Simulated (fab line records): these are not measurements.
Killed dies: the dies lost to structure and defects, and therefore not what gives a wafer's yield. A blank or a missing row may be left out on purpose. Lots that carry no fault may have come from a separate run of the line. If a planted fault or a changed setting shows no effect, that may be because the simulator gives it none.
fab line records    flow n5-finfet
record: lots: 7  wafers: 21
route steps=1938 shown BEOL_M7@1299 BEOL_M8@1332 BEOL_M9@1405 BEOL_M11@1539
start-h: start of the lot's first displayed wafer, in hours after the record's first day    wait-h: time in hours since the lot's previous step    " as in the row above    L1.1+2: a single row standing in for several wafers    - no value present, or no start provided    * or withheld: withheld    < > ~ a bound
route shown NAME@n: NAME is a module with steps in the file, n the number in the route of the first one    usual: mean/standard deviation taken from wafers without a fault    same: alike in all rows    chamber/n: place in a boat    sites: each site's reading    _std_site: how widely they spread, as a standard deviation    _edge_site: outer sites' mean less inner sites'    radius-mm: for every site, how far away it sits from the centre of the wafer    mask NAME#n: copy n    behind: the last tool/chamber to shape the wafer    hold: why the lot was held/for how many hours/how that ended    device: the n, p or np transistor that did not switch    end of line: the tests these same wafers got at the end of their route    a step given without rows: its recipe and nothing more    killed: count of dies lost to structure and defects at first sort (not the wafer's yield)    map: dies across one wafer; x = killed, . = not, _ = none there
set.NAME: the run value of the setting; set.NAME@STEP: its run value at that earlier step    model.NAME: the simulator's own value behind a step, which no gauge read
one table per step and one row per wafer, for lots whose settings were changed on purpose
== steps ==
step: N5_BEOL_M7_DESCUM_33
recipe: chemistry: O2  time-s: 7  source-power-w: 50  bias-power-w: 20  pressure-mtorr: 20  rf-frequency-hz: 2.712e+07  temp-c: 40  resist: CAR-EUV  o2-flow-sccm: 225
lot.wafer  tool         chamber  start-h  wait-h  set.time-s  set.dose-mj@BEOL_M7_EXPOSE_25  model.BEOL_M7.cd-nm  model.CAR-EUV_of_BEOL_M7_COAT_22.thk-nm
L075.1+6   rie-diel-06  2,3      211.97   0.0     7.511       43.49                          40.4                 26
L075.2     "            0        "        "       7.511       42.5                           40                   26
L077.2     rie-diel-03  0        232.47   0.4     6.209       42.5                           40                   26.6
L077.5     "            2        "        "       7           40.38                          38.8                 26
L077.6     "            1        "        "       7           42.5                           39.8                 26.2
L081.1     rie-diel-06  0        254.25   1.4     7           42.5                           39.6                 26.2
L081.3     "            2        "        "       5.477       42.5                           39.4                 26.8
L081.6     "            2        "        "       5.477       39.67                          38                   26.8
L083.3     rie-diel-04  1        259.47   0.4     7           45.68                          41.2                 26.2
L083.4     "            1        "        "       7           42.5                           39.8                 26
L083.5     "            3        "        "       8.309       45.68                          41.4                 25.6
L084.1     rie-diel-03  3        265.15   0.0     5.891       43.51                          40.4                 26.4
L084.5     "            3        "        "       7           42.5                           40                   26
L084.6     "            2        "        "       5.891       43.51                          40.8                 26.4
L096.1+6   rie-diel-03  1        333.22   0.0     7.855       42.5                           40                   25.8
L096.4     "            3        "        "       7           42.5                           40                   26
L095.1+2   rie-diel-04  0,2      340.55   0.2     7           42.5                           39.8                 26
L095.3     "            3        "        "       7           42.5                           39.8                 26.2
step: N5_BEOL_M7_ETCH_72
recipe: chemistry: N2/H2  target: underlayer  target-depth-a: 65  mask-material: CAR-EUV  time-s: 5.2  ion-energy-ev: 200  pressure-mtorr: 30  source-w: 840  bias-w: 150  n2-flow-sccm: 200  h2-flow-sccm: 200  ends: cleared
lot.wafer  tool         chamber  start-h  wait-h  set.dose-mj@BEOL_M7_EXPOSE_25  set.time-s@BEOL_M7_DESCUM_33  model.BEOL_M7.cd-nm  model.CAR-EUV_of_BEOL_M7_COAT_22.thk-nm
L075.1     rie-diel-06  2        212.01   0.0     43.49                          7.511                         40.4                 20.2
L075.2     "            0        "        "       42.5                           7.511                         40                   20.2
L075.6     "            3        "        "       43.49                          7.511                         40.4                 20.4
L077.2     rie-diel-03  0        232.51   0.0     42.5                           6.209                         40                   21
L077.5     "            2        "        "       40.38                          7                             38.8                 20.4
L077.6     "            1        "        "       42.5                           7                             39.8                 20.6
L081.1     rie-diel-06  0        254.29   0.0     42.5                           7                             39.6                 20.4
L081.3     "            2        "        "       42.5                           5.477                         39.4                 21
L081.6     "            2        "        "       39.67                          5.477                         38                   21
L083.3     rie-diel-04  1        259.51   0.0     45.68                          7                             41                   20.4
L083.4     "            1        "        "       42.5                           7                             39.6                 20.4
L083.5     "            3        "        "       45.68                          8.309                         41.4                 19.8
L084.1     rie-diel-03  3        265.18   0.0     43.51                          5.891                         40.4                 20.8
L084.5     "            3        "        "       42.5                           7                             40                   20.2
L084.6     "            2        "        "       43.51                          5.891                         40.6                 20.8
L096.1     rie-diel-03  1        333.25   0.0     42.5                           7.855                         39.8                 20
L096.4     "            3        "        "       42.5                           7                             40                   20.4
L096.6     "            1        "        "       42.5                           7.855                         40                   20
L095.1+2   rie-diel-04  0,2      340.59   0.0     42.5                           7                             39.8                 20.2
L095.3     "            3        "        "       42.5                           7                             39.8                 20.4
step: N5_BEOL_M7_ETCH_65
recipe: chemistry: CF4  target: SiARC  target-depth-a: 156  mask-material: CAR-EUV  time-s: 26  ion-energy-ev: 80  pressure-mtorr: 40  source-w: 545  bias-w: 36  Ar_flow_sccm: 100  cf4-flow-sccm: 100  ends: cleared
lot.wafer  tool         chamber  start-h  wait-h  set.time-s@BEOL_M7_DESCUM_33  model.CAR-EUV_of_BEOL_M7_COAT_22.thk-nm
L075.1+2   rie-diel-06  2,0      212.02   0.0     7.511                         11
L075.6     "            3        "        "       7.511                         11.2
L077.2     rie-diel-03  0        232.52   0.0     6.209                         11.8
L077.5     "            2        "        "       7                             11.2
L077.6     "            1        "        "       7                             11.4
L081.1     rie-diel-06  0        254.31   0.0     7                             11.2
L081.3+6   "            2        "        "       5.477                         11.8
L083.3+4   rie-diel-04  1        259.52   0.0     7                             11.2
L083.5     "            3        "        "       8.309                         10.6
L084.1+6   rie-diel-03  3,2      265.20   0.0     5.891                         11.4
L084.5     "            3        "        "       7                             11
L096.1+6   rie-diel-03  1        333.27   0.0     7.855                         10.8
L096.4     "            3        "        "       7                             11
L095.1+2   rie-diel-04  0,2      340.60   0.0     7                             11
L095.3     "            3        "        "       7                             11.2
step: N5_BEOL_M7_ALD_77
recipe: material: TaN  target-thk-a: 20  temp-c: 275  ald-precursor-family: PDMAT  ald-co-reactant: NH3  pressure-torr: 3  carrier-flow-sccm: 1500  pulse-time-s: 2  purge-time-s: 3  co-reactant-purge-time-s: 2  co-reactant-pulse-time-s: 3  ald-cycles: 40  precursor-vessel-temp-c: 75  precursor-vessel-pressure-torr: 26.25  precursor-vessel-carrier-sccm: 1000
lot.wafer   tool          chamber  start-h  wait-h  set.ald-cycles  model.TaN_of_BEOL_M7_ALD_77.thk-nm
L075.1+2+6  ald-metal-02  0,1,0    214.71   0.2     40              2
L077.2+5    ald-metal-02  1,3      233.97   0.1     46              2.4
L077.6      "             0        "        "       46              2.2
L081.1      ald-metal-02  3        256.32   0.0     38              1.8
L081.3+6    "             1,2      "        "       40              2
L083.3+4+5  ald-metal-04  3,1,0    260.77   0.2     40              2
L084.1+5    ald-metal-03  3,1      266.22   0.0     43              2.2
L084.6      "             0        "        "       40              2
L096.1+4    ald-metal-02  3,0      337.00   0.0     40              2
L096.6      "             1        "        "       37              1.8
L095.1+2+3  ald-metal-04  0,2,1    341.85   0.0     40              2
step: N5_BEOL_M8_ILD_DEP_00
recipe: material: SiCOH_lowk  target-thk-a: 1797.5  temp-c: 300  precursor: DEMS/porogen  pressure-torr: 5  rf-w: 500  time-s: 33.4
lot.wafer  tool      chamber  start-h  wait-h  set.time-s  model.SiCOH_lowk_of_BEOL_M8_ILD_DEP_00.thk-nm
L075.1     pecvd-01  2        216.38   0.0     31.29       170.6
L075.2     "         0        "        "       33.4        178.8
L075.6     "         0        "        "       31.29       172
L077.2     pecvd-03  2        236.62   0.0     33.4        181.6
L077.5     "         1        "        "       33.4        178.8
L077.6     "         0        "        "       29          159.6
L081.1     pecvd-03  1        258.09   0.0     38.27       202.2
L081.3     "         0        "        "       33.4        178.4
L081.6     "         1        "        "       38.27       206
L083.3     pecvd-01  1        262.73   0.0     37.55       199.8
L083.4     "         2        "        "       37.55       204
L083.5     "         0        "        "       37.55       202.4
L084.1     pecvd-02  1        268.29   0.0     33.4        177
L084.5     "         0        "        "       33.4        177.6
L084.6     "         2        "        "       33.4        180.6
L096.1     pecvd-01  2        338.73   0.0     33.4        182.2
L096.4     "         1        "        "       33.4        181.6
L096.6     "         2        "        "       36.88       202.4
L095.1     pecvd-03  0        343.63   0.0     33.4        177.4
L095.2     "         2        "        "       33.4        180
L095.3     "         1        "        "       33.4        178.4
step: N5_BEOL_M8_CURE_74
recipe: temp-c: 385  time-s: 240  ambient: He/Ar  material: SiCOH_lowk
lot.wafer  tool        chamber  start-h  wait-h  set.time-s@BEOL_M8_ILD_DEP_00  model.SiCOH_lowk_of_BEOL_M8_ILD_DEP_00.thk-nm
L075.1     uv-cure-03  2        217.11   0.7     31.29                          147
L075.2     "           2        "        "       33.4                           154.2
L075.6     "           2        "        "       31.29                          148.2
L077.2     uv-cure-03  2        237.12   0.5     33.4                           156.6
L077.5     "           2        "        "       33.4                           154.2
L077.6     "           2        "        "       29                             137.4
L081.1     uv-cure-02  0        258.15   0.0     38.27                          174.6
L081.3     "           0        "        "       33.4                           153.8
L081.6     "           0        "        "       38.27                          177.8
L083.3     uv-cure-01  1        262.96   0.2     37.55                          172.6
L083.4     "           1        "        "       37.55                          176.2
L083.5     "           1        "        "       37.55                          174.8
L084.1     uv-cure-02  2        268.35   0.0     33.4                           152.6
L084.5     "           2        "        "       33.4                           153
L084.6     "           2        "        "       33.4                           155.8
L096.1     uv-cure-02  0        338.80   0.0     33.4                           157.2
L096.4     "           0        "        "       33.4                           156.6
L096.6     "           0        "        "       36.88                          174.8
L095.1     uv-cure-03  0        343.69   0.0     33.4                           153
L095.2     "           0        "        "       33.4                           155.2
L095.3     "           0        "        "       33.4                           153.8
step: N5_BEOL_M8_THK_MEAS_01
recipe: reads: SiCOH_lowk_of_BEOL_M8_ILD_DEP_00
usual: M8_ILD_THK: 155.1/2.2
lot.wafer  tool           chamber  start-h  wait-h  set.time-s@BEOL_M8_ILD_DEP_00  M8_ILD_THK[nm]
L075.1     film-metro-02  -        217.62   0.4     31.29                          147.0
L075.2     "              -        "        "       33.4                           154.2
L075.6     "              -        "        "       31.29                          148.4
L077.2     film-metro-02  -        237.55   0.4     33.4                           156.6
L077.5     "              -        "        "       33.4                           154.2
L077.6     "              -        "        "       29                             137.4
L081.1     film-metro-02  -        259.14   0.8     38.27                          174.6
L081.3     "              -        "        "       33.4                           153.8
L081.6     "              -        "        "       38.27                          177.9
L083.3     film-metro-01  -        263.31   0.3     37.55                          172.6
L083.4     "              -        "        "       37.55                          176.3
L083.5     "              -        "        "       37.55                          174.7
L084.1     film-metro-01  -        268.86   0.4     33.4                           152.6
L084.5     "              -        "        "       33.4                           153.1
L084.6     "              -        "        "       33.4                           155.6
L096.1     film-metro-02  -        339.31   0.4     33.4                           157.3
L096.4     "              -        "        "       33.4                           156.8
L096.6     "              -        "        "       36.88                          174.9
L095.1     film-metro-02  -        344.20   0.4     33.4                           153.1
L095.2     "              -        "        "       33.4                           155.0
L095.3     "              -        "        "       33.4                           153.8
step: N5_BEOL_M9_HM_DEP_02
recipe: material: TiN  target-thk-a: 200  temp-c: 25  chamber-pressure-pa: 0.49996
lot.wafer   tool            chamber  start-h  wait-h  set.target-thk-a  model.TiN_of_BEOL_M9_HM_DEP_02.thk-nm
L075.1+2+6  pvd-sputter-02  -        229.12   3.0     200               19.8
L077.2+6    pvd-sputter-02  -        249.23   1.6     200               20.4
L077.5      "               -        "        "       183.4             18.4
L081.1+3    pvd-sputter-02  -        269.84   1.2     210.9             20.6
L081.6      "               -        "        "       200               19.4
L083.3      pvd-sputter-03  -        272.79   0.5     200               20.4
L083.4      "               -        "        "       200               20
L083.5      "               -        "        "       200               19.8
L084.1      pvd-sputter-01  -        279.53   2.6     200               19.4
L084.5      "               -        "        "       200               19.6
L084.6      "               -        "        "       215.7             21.4
L096.1      pvd-sputter-01  -        349.89   1.4     189.5             18.6
L096.4      "               -        "        "       200               20
L096.6      "               -        "        "       200               19.8
L095.1+3    pvd-sputter-01  -        354.11   1.6     200               19.8
L095.2      "               -        "        "       200               19.4
step: N5_BEOL_M9_DESCUM_16
recipe: chemistry: O2  time-s: 7.9  source-power-w: 50  bias-power-w: 20  pressure-mtorr: 20  rf-frequency-hz: 2.712e+07  temp-c: 40  resist: CAR-ArF  o2-flow-sccm: 225
lot.wafer   tool         chamber  start-h  wait-h  set.time-s
L075.1+2+6  rie-diel-03  1,2,0    229.72   0.1     7.9
L077.2      rie-diel-04  0        251.10   1.3     7.9
L077.5+6    "            1,0      "        "       8.355
L081.1+3+6  rie-diel-06  1,3,3    270.30   0.0     7.9
L083.3+4+5  rie-diel-03  3,0,3    273.37   0.0     7.9
L084.1+5    rie-diel-03  3,0      280.12   0.0     8.457
L084.6      "            1        "        "       7.9
L096.1+4+6  rie-diel-04  0,0,3    350.53   0.1     7.9
L095.1+2+3  rie-diel-04  0,3,2    355.46   0.8     7.9
step: N5_BEOL_M9_ETCH_61
recipe: chemistry: CF4  target: SiARC  target-depth-a: 390  mask-material: CAR-ArF  time-s: 65  ion-energy-ev: 80  pressure-mtorr: 40  source-w: 545  bias-w: 36  Ar_flow_sccm: 100  cf4-flow-sccm: 100  ends: cleared
step: N5_BEOL_M9_ETCH_62
recipe: chemistry: N2/H2  target: SOC  target-depth-a: 1100  overetch-a: 220  mask-material: SiARC  temp-c: 40  time-s: 165  ion-energy-ev: 200  pressure-mtorr: 30  source-w: 840  bias-w: 150  n2-flow-sccm: 200  h2-flow-sccm: 200
step: N5_BEOL_M9_STRIP_68
recipe: chemistry: N2/H2  temp-c: 40  n2-flow-sccm: 200  h2-flow-sccm: 200  rf-frequency-hz: 6e+07
step: N5_BEOL_M9_STRIP_67
recipe: chemistry: CF4  resist: SiARC  power-w: 300  bias-power-w: 75  pressure-mtorr: 50  cf4-flow-sccm: 150  rf-frequency-hz: 6e+07
step: N5_BEOL_M9_HM_OPEN_17
recipe: chemistry: Cl2/BCl3  target-depth-a: 200  overetch-a: 60  target: TiN  mask-material: SOC  ion-energy-ev: 150  pressure-mtorr: 10  icp-w: 1000  bias-w: 126  Cl2_flow_sccm: 53.25  bcl3-flow-sccm: 21.75  Ar_flow_sccm: 25
lot.wafer  tool          chamber  start-h  wait-h  set.target-thk-a@BEOL_M9_HM_DEP_02  model.etch.depth-nm
L075.1+2   rie-metal-02  1,0      229.99   0.0     200                                 19.78
L075.6     "             0        "        "       200                                 19.71
L077.2     rie-metal-01  0        251.37   0.0     200                                 20.43
L077.5     "             0        "        "       183.4                               18.38
L077.6     "             1        "        "       200                                 20.33
L081.1     rie-metal-01  0        270.58   0.0     210.9                               20.67
L081.3     "             0        "        "       210.9                               20.59
L081.6     "             0        "        "       200                                 19.49
L083.3     rie-metal-02  0        273.67   0.1     200                                 20.46
L083.4     "             1        "        "       200                                 19.95
L083.5     "             0        "        "       200                                 19.86
L084.1     rie-metal-03  0        280.39   0.0     200                                 19.37
L084.5     "             1        "        "       200                                 19.54
L084.6     "             0        "        "       215.7                               21.4
L096.1     rie-metal-03  0        350.80   0.0     189.5                               18.65
L096.4     "             1        "        "       200                                 19.9
L096.6     "             1        "        "       200                                 19.7
L095.1     rie-metal-01  1        355.73   0.0     200                                 19.88
L095.2     "             0        "        "       200                                 19.35
L095.3     "             1        "        "       200                                 19.8
step: N5_BEOL_M9_STRIP_19
recipe: chemistry: O2  power-w: 400  temp-c: 40  pressure-mtorr: 30  rf-frequency-hz: 6e+07  bias-power-w: 0  overash-fraction: 0.2  o2-flow-sccm: 225
step: N5_BEOL_M9_STRIP_73
recipe: chemistry: C4F6/O2  resist: SiARC  rf-frequency-hz: 6e+07
step: N5_BEOL_M9_STRIP_36
recipe: chemistry: N2/H2  power-w: 450  temp-c: 40  pressure-mtorr: 20  rf-frequency-hz: 6e+07  overash-fraction: 0.3  bias-power-w: 7  h2-frac: 0.5  n2-flow-sccm: 200  h2-flow-sccm: 200
step: N5_BEOL_M9_TRENCH_ETCH_37
recipe: chemistry: C4F6/O2  target-depth-a: 1514.3  target: SiCOH_lowk  time-s: 49  ion-energy-ev: 250  pressure-mtorr: 30  source-w: 345  bias-w: 185  Ar_flow_sccm: 300  C4F6_flow_sccm: 10  O2_flow_sccm: 10
lot.wafer  tool         chamber  start-h  wait-h  set.target-thk-a@BEOL_M9_HM_DEP_02  model.TiN_of_BEOL_M9_HM_DEP_02.thk-nm
L075.1+6   rie-diel-03  2,1      -        -       200                                 15.6
L075.2     "            3        "        "       200                                 15.4
L077.2+6   rie-diel-06  1        -        -       200                                 16
L077.5     "            0        "        "       183.4                               14.4
L081.1+3   rie-diel-03  2,0      -        -       210.9                               16.4
L081.6     "            0        "        "       200                                 15.2
L083.3     rie-diel-06  1        -        -       200                                 16.2
L083.4     "            0        "        "       200                                 16
L083.5     "            3        "        "       200                                 15.6
L084.1     rie-diel-03  0        -        -       200                                 15.2
L084.5     "            1        "        "       200                                 15.4
L084.6     "            2        "        "       215.7                               17.2
L096.1     rie-diel-03  0        -        -       189.5                               14.4
L096.4     "            3        "        "       200                                 15.6
L096.6     "            0        "        "       200                                 15.4
L095.1+3   rie-diel-06  2,3      -        -       200                                 15.6
L095.2     "            1        "        "       200                                 15
step: N5_BEOL_M11_PECVD_70
recipe: material: SiO2  target-thk-a: 200  temp-c: 400  precursor: TEOS/O2  pressure-torr: 5.5  rf-w: 450  teos-flow-sccm: 53.8  gas: O2  flow-sccm: 3000  time-s: 22.7
lot.wafer  tool      chamber  start-h  wait-h  set.temp-c  model.SiO2_of_BEOL_M11_PECVD_70.thk-nm
L075.1     pecvd-02  2        247.79   0.0     400         19.8
L075.2     "         0        "        "       400         20
L075.6     "         1        "        "       400         20.6
L077.2     pecvd-02  1        267.85   0.0     400         20
L077.5     "         0        "        "       400         20.4
L077.6     "         1        "        "       387         22
L081.1     pecvd-02  2        284.06   0.0     400         19.8
L081.3     "         1        "        "       390.6       21.4
L081.6     "         1        "        "       390.6       21.6
L083.3     pecvd-03  2        288.13   0.0     400         20
L083.4     "         1        "        "       385.5       21.8
L083.5     "         0        "        "       385.5       21.6
L084.1+5   pecvd-04  0,2      292.83   0.0     408.5       19.2
L084.6     "         0        "        "       408.5       19.6
L096.1     pecvd-04  0        363.68   0.0     387.1       21.2
L096.4     "         2        "        "       400         19.8
L096.6     "         1        "        "       387.1       21.6
L095.1     pecvd-02  2        372.40   0.0     400         19.8
L095.2+3   "         0,1      "        "       400         20
step: N5_BEOL_M11_VIA_ETCH_34
recipe: chemistry: C4F6/O2  target: SiCOH_lowk  target-depth-a: 1845  mask-material: SOC  taper-deg: 4  time-s: 69.2  ion-energy-ev: 250  pressure-mtorr: 30  source-w: 345  bias-w: 185  Ar_flow_sccm: 300  C4F6_flow_sccm: 10  O2_flow_sccm: 10
lot.wafer  tool         chamber  start-h  wait-h  set.time-s  model.etch.depth-nm  model.SOC_of_BEOL_M11_COAT_63.thk-nm
L075.1     rie-diel-04  0        254.29   0.0     69.2        180.2                91.6
L075.2     "            1        "        "       81.27       214.5                90.4
L075.6     "            2        "        "       69.2        187.6                91.2
L077.2     rie-diel-03  0        271.14   0.0     76.17       198.8                91.4
L077.5     "            2        "        "       76.17       206                  91.4
L077.6     "            1        "        "       69.2        181.7                92.8
L081.1     rie-diel-03  3        287.69   0.0     76.68       211.8                90.8
L081.3     "            1        "        "       76.68       201.1                91.4
L081.6     "            0        "        "       69.2        180.2                92.2
L083.3     rie-diel-06  1        292.81   0.0     69.2        186.4                91.6
L083.4     "            1        "        "       69.2        187.1                91.6
L083.5     "            0        "        "       59.59       151.8                92.8
L084.1     rie-diel-04  3        295.53   0.0     59.62       153.5                93.2
L084.5     "            2        "        "       69.2        188                  91.8
L084.6     "            1        "        "       69.2        181.1                92.2
L096.1     rie-diel-06  3        366.86   0.0     69.2        184.4                92.2
L096.4     "            1        "        "       69.2        186.3                92.2
L096.6     "            2        "        "       69.2        190.1                91.8
L095.1     rie-diel-06  0        376.81   0.0     69.2        174.8                92
L095.2     "            1        "        "       69.2        186.3                91.8
L095.3     "            3        "        "       69.2        186.1                91.6
== key ==
split: step: N5_BEOL_M7_DESCUM_33  setting: time-s  stated: 7  by: wafer
response: step: N5_BEOL_M7_DESCUM_33  reading: model.CAR-EUV_of_BEOL_M7_COAT_22.thk-nm  change: -0.0273  per: 1%  r: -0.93
response: step: N5_BEOL_M7_ETCH_72  reading: model.CAR-EUV_of_BEOL_M7_COAT_22.thk-nm  change: -0.0328  per: 1%  r: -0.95
response: step: N5_BEOL_M7_ETCH_65  reading: model.CAR-EUV_of_BEOL_M7_COAT_22.thk-nm  change: -0.0286  per: 1%  r: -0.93
split: step: N5_BEOL_M7_ALD_77  setting: ald-cycles  stated: 40  by: wafer
response: step: N5_BEOL_M7_ALD_77  reading: model.TaN_of_BEOL_M7_ALD_77.thk-nm  change: +0.0291  per: 1%  r: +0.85
split: step: N5_BEOL_M8_ILD_DEP_00  setting: time-s  stated: 33.4  by: wafer
response: step: N5_BEOL_M8_ILD_DEP_00  reading: model.SiCOH_lowk_of_BEOL_M8_ILD_DEP_00.thk-nm  change: +1.7  per: 1%  r: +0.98
response: step: N5_BEOL_M8_CURE_74  reading: model.SiCOH_lowk_of_BEOL_M8_ILD_DEP_00.thk-nm  change: +1.48  per: 1%  r: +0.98
response: step: N5_BEOL_M8_THK_MEAS_01  reading: M8_ILD_THK  change: +1.48  per: 1%  r: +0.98
split: step: N5_BEOL_M9_HM_DEP_02  setting: target-thk-a  stated: 200  by: wafer
response: step: N5_BEOL_M9_HM_DEP_02  reading: model.TiN_of_BEOL_M9_HM_DEP_02.thk-nm  change: +0.239  per: 1%  r: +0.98
response: step: N5_BEOL_M9_HM_OPEN_17  reading: model.etch.depth-nm  change: +0.235  per: 1%  r: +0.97
response: step: N5_BEOL_M9_TRENCH_ETCH_37  reading: model.TiN_of_BEOL_M9_HM_DEP_02.thk-nm  change: +0.216  per: 1%  r: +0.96
split: step: N5_BEOL_M9_DESCUM_16  setting: time-s  stated: 7.9  by: wafer
response none clear
split: step: N5_BEOL_M11_PECVD_70  setting: temp-c  stated: 400  by: wafer
response: step: N5_BEOL_M11_PECVD_70  reading: model.SiO2_of_BEOL_M11_PECVD_70.thk-nm  change: -0.534  per: 1%  r: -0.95
split: step: N5_BEOL_M11_VIA_ETCH_34  setting: time-s  stated: 69.2  by: wafer
response: step: N5_BEOL_M11_VIA_ETCH_34  reading: model.etch.depth-nm  change: +2.14  per: 1%  r: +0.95
response: step: N5_BEOL_M11_VIA_ETCH_34  reading: model.SOC_of_BEOL_M11_COAT_63.thk-nm  change: -0.0846  per: 1%  r: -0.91
split outside-this-file step=N5_BEOL_M7_EXPOSE_25 setting=dose-mj
split outside-this-file: this setting was split too, and the file shows its column; the key of that split is in another file
